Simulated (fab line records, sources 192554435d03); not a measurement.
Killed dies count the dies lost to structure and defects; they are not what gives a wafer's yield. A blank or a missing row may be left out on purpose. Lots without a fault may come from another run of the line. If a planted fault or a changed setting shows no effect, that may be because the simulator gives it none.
Chamber matching :: flow n5_finfet :: N5_MOL_CONTACT_COAG_ALD_27 on ald_sin-03: 4 sister chambers
The step deposits SiOC, target thk 17 nm, pulse time 1.5 s, time 2720 s. 4 wafers are shown with their chamber, then 7 later ones without.

## WAFERS, EACH WITH ITS CHAMBER
wafer: L679.6
chamber: 3
heater_power_w (W): 828

wafer: L681.3
chamber: 1
heater_power_w (W): 909

wafer: L682.2
chamber: 0
heater_power_w (W): 781

wafer: L682.4
chamber: 2
heater_power_w (W): 690

## WAFERS WITH NO CHAMBER GIVEN
wafer: L682.5
heater_power_w (W): 691

wafer: L684.1
heater_power_w (W): 785

wafer: L684.3
heater_power_w (W): 705

wafer: L684.5
heater_power_w (W): 785

wafer: L689.2
heater_power_w (W): 783

wafer: L689.3
heater_power_w (W): 889

wafer: L689.5
heater_power_w (W): 854

## WHICH CHAMBER EACH WENT THROUGH
wafer: L682.5
from the rows above: 2
in truth: 2

wafer: L684.1
from the rows above: 0
in truth: 0

wafer: L684.3
from the rows above: 2
in truth: 2

wafer: L684.5
from the rows above: 0
in truth: 0

wafer: L689.2
from the rows above: 0
in truth: 0

wafer: L689.3
from the rows above: 1
in truth: 1

wafer: L689.5
from the rows above: 3
in truth: 3
7 of 7 placed correctly. From these rows, 0 cannot be placed. Number placed wrongly: 0.
How it was worked out, from the rows above alone: a wafer's distance from a chamber is the root of the sum, over the readings, of the square of ((its reading less the chamber's mean) divided by the reading's scatter). The wafer belongs to the nearest chamber; if the next one is less than 2 further off, it can't be placed. For every chamber, the mean is computed from those of its wafers that are shown. The scatter: with one shown wafer a chamber, the root of the mean of the squares of how far each hidden wafer lies from its nearest shown one.
